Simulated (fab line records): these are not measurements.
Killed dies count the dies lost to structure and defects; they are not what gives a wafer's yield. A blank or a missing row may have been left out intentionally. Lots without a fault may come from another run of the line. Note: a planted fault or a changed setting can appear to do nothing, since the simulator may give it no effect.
Chamber matching :: flow nand-harc :: rie-diel-07 running NHARC_A_STAIRCASE_DESCUM_291: 4 sister chambers
The step chemistry O2, time 3 s. 14 wafers are shown with their chamber, then 7 later ones without.

== WAFERS WITH THEIR CHAMBER ==
wafer: L076.1
chamber: 3
showerhead-plenum-p-Torr (Torr): 1.96
drypump-motor-current-A (A): 5.7
rf-vpp-V (V): 58.3

wafer: L076.2
chamber: 2
showerhead-plenum-p-Torr (Torr): 1.82
drypump-motor-current-A (A): 6.0
rf-vpp-V (V): 56.8

wafer: L076.6
chamber: 0
showerhead-plenum-p-Torr (Torr): 2.07
drypump-motor-current-A (A): 6.3
rf-vpp-V (V): 59.4

wafer: L077.1
chamber: 3
showerhead-plenum-p-Torr (Torr): 1.96
drypump-motor-current-A (A): 5.7
rf-vpp-V (V): 57.4

wafer: L077.2
chamber: 1
showerhead-plenum-p-Torr (Torr): 1.80
drypump-motor-current-A (A): 5.6
rf-vpp-V (V): 57.9

wafer: L077.5
chamber: 3
showerhead-plenum-p-Torr (Torr): 1.96
drypump-motor-current-A (A): 5.7
rf-vpp-V (V): 58.6

wafer: L081.2
chamber: 1
showerhead-plenum-p-Torr (Torr): 1.79
drypump-motor-current-A (A): 5.6
rf-vpp-V (V): 57.9

wafer: L081.3
chamber: 2
showerhead-plenum-p-Torr (Torr): 1.81
drypump-motor-current-A (A): 6.0
rf-vpp-V (V): 58.7

wafer: L081.4
chamber: 0
showerhead-plenum-p-Torr (Torr): 2.07
drypump-motor-current-A (A): 6.2
rf-vpp-V (V): 59.4

wafer: L087.1
chamber: 2
showerhead-plenum-p-Torr (Torr): 1.81
drypump-motor-current-A (A): 6.1
rf-vpp-V (V): 58.1

wafer: L087.4
chamber: 3
showerhead-plenum-p-Torr (Torr): 1.96
drypump-motor-current-A (A): 5.7
rf-vpp-V (V): 58.7

wafer: L087.5
chamber: 2
showerhead-plenum-p-Torr (Torr): 1.81
drypump-motor-current-A (A): 6.0
rf-vpp-V (V): 56.8

wafer: L093.1
chamber: 1
showerhead-plenum-p-Torr (Torr): 1.78
drypump-motor-current-A (A): 5.6
rf-vpp-V (V): 57.3

wafer: L093.3
chamber: 0
showerhead-plenum-p-Torr (Torr): 2.06
drypump-motor-current-A (A): 6.3
rf-vpp-V (V): 58.4

SIGNATURES (averages over the wafers above)
reading: showerhead-plenum-p-Torr
chamber 0: 2.0667
chamber 1: 1.7900
chamber 2: 1.8125
chamber 3: 1.9600
scatter within a chamber: 0.00585

reading: drypump-motor-current-A
chamber 0: 6.267
chamber 1: 5.600
chamber 2: 6.025
chamber 3: 5.700
scatter within a chamber: 0.0376

reading: rf-vpp-V
chamber 0: 59.067
chamber 1: 57.700
chamber 2: 57.600
chamber 3: 58.250
scatter within a chamber: 0.685
Rule: for each reading, subtract the chamber's mean from the wafer's reading, divide by that reading's scatter and square the result; add these up over the readings and take the root, which gives the wafer's distance from the chamber. The wafer belongs to the nearest chamber; if the next one is less than 2 further off, it can't be placed. The scatter is the square root of a quotient: the sum, over the shown wafers, of each reading's squared deviation from its chamber's mean, divided by wafers minus chambers.

== WAFERS WHOSE CHAMBER IS MISSING ==
wafer: L093.4
showerhead-plenum-p-Torr (Torr): 1.80
drypump-motor-current-A (A): 6.0
rf-vpp-V (V): 59.1

wafer: L093.2
showerhead-plenum-p-Torr (Torr): 1.95
drypump-motor-current-A (A): 5.7
rf-vpp-V (V): 58.1

wafer: L093.5
showerhead-plenum-p-Torr (Torr): 1.81
drypump-motor-current-A (A): 6.0
rf-vpp-V (V): 57.4

wafer: L093.6
showerhead-plenum-p-Torr (Torr): 1.78
drypump-motor-current-A (A): 5.6
rf-vpp-V (V): 56.8

wafer: L097.1
showerhead-plenum-p-Torr (Torr): 2.06
drypump-motor-current-A (A): 6.3
rf-vpp-V (V): 59.2

wafer: L097.3
showerhead-plenum-p-Torr (Torr): 1.95
drypump-motor-current-A (A): 5.7
rf-vpp-V (V): 58.1

wafer: L097.5
showerhead-plenum-p-Torr (Torr): 1.95
drypump-motor-current-A (A): 5.7
rf-vpp-V (V): 59.0

== WHICH CHAMBER EACH WENT THROUGH ==
wafer: L093.4
from the rows above: 2
in truth: 2

wafer: L093.2
from the rows above: 3
in truth: 3

wafer: L093.5
from the rows above: 2
in truth: 2

wafer: L093.6
from the rows above: 1
in truth: 1

wafer: L097.1
from the rows above: 0
in truth: 0

wafer: L097.3
from the rows above: 3
in truth: 3

wafer: L097.5
from the rows above: 3
in truth: 3
Placed correctly: 7 of 7. Can't be placed from these rows: 0. 0 placed wrongly.
